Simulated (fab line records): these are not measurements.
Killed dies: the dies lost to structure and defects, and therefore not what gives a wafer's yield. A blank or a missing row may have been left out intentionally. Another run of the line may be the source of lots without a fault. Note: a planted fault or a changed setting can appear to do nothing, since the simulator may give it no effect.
Chamber matching | flow nand_harc | NHARC_A_SLIT_ETCH_29 on rie_diel-07 has 4 sister chambers
The step etches the open film in CF4/O2, target depth 100 nm, overetch 10 nm, time 55 s. 8 wafers are shown with their chamber, then 7 later ones without.

## WAFERS WITH THEIR CHAMBER
wafer  | chamber | rf_vpp_V (V) | oes_product_au (a.u.)
L438.1 | 1       | 199.5        | 1.000
L438.4 | 3       | 199.5        | 0.997
L439.6 | 2       | 198.2        | 0.999
L447.1 | 0       | 198.9        | 0.991
L447.3 | 3       | 199.6        | 1.000
L447.6 | 2       | 199.0        | 1.009
L452.2 | 0       | 197.6        | 1.006
L452.3 | 1       | 198.6        | 0.995

## WAFERS MISSING THEIR CHAMBER
wafer  | rf_vpp_V (V) | oes_product_au (a.u.)
L452.6 | 198.8        | 1.000
L454.1 | 200.5        | 0.996
L454.2 | 200.1        | 1.000
L454.3 | 198.1        | 1.007
L455.1 | 199.8        | 1.003
L455.5 | 197.8        | 1.004
L455.6 | 197.5        | 1.008

## WHICH CHAMBER EACH ONE RAN IN
wafer  | from the rows above               | in truth
L452.6 | can't be placed: 1 or 2 or 0 or 3 | 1
L454.1 | can't be placed: 3 or 1 or 2      | 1
L454.2 | can't be placed: 3 or 1 or 2      | 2
L454.3 | can't be placed: 2 or 0 or 1 or 3 | 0
L455.1 | can't be placed: 3 or 1 or 2 or 0 | 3
L455.5 | can't be placed: 0 or 2 or 1 or 3 | 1
L455.6 | can't be placed: 2 or 0 or 1 or 3 | 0
Correct placement for 0 of the 7. From these rows, 7 cannot be placed; in 7 the true chamber is one of the candidates. 0 placed wrongly.
How it was worked out, from the rows above alone: a wafer's distance from a chamber is the root of the sum, over the readings, of the square of ((its reading less the chamber's mean) divided by the reading's scatter). The wafer belongs to the nearest chamber; if the next one is less than 2 further off, it can't be placed. The mean given for a chamber averages the wafers shown for that chamber. The scatter: the root of (the sum of the squares of (reading less its chamber's mean) over the shown wafers, divided by (wafers less chambers)).
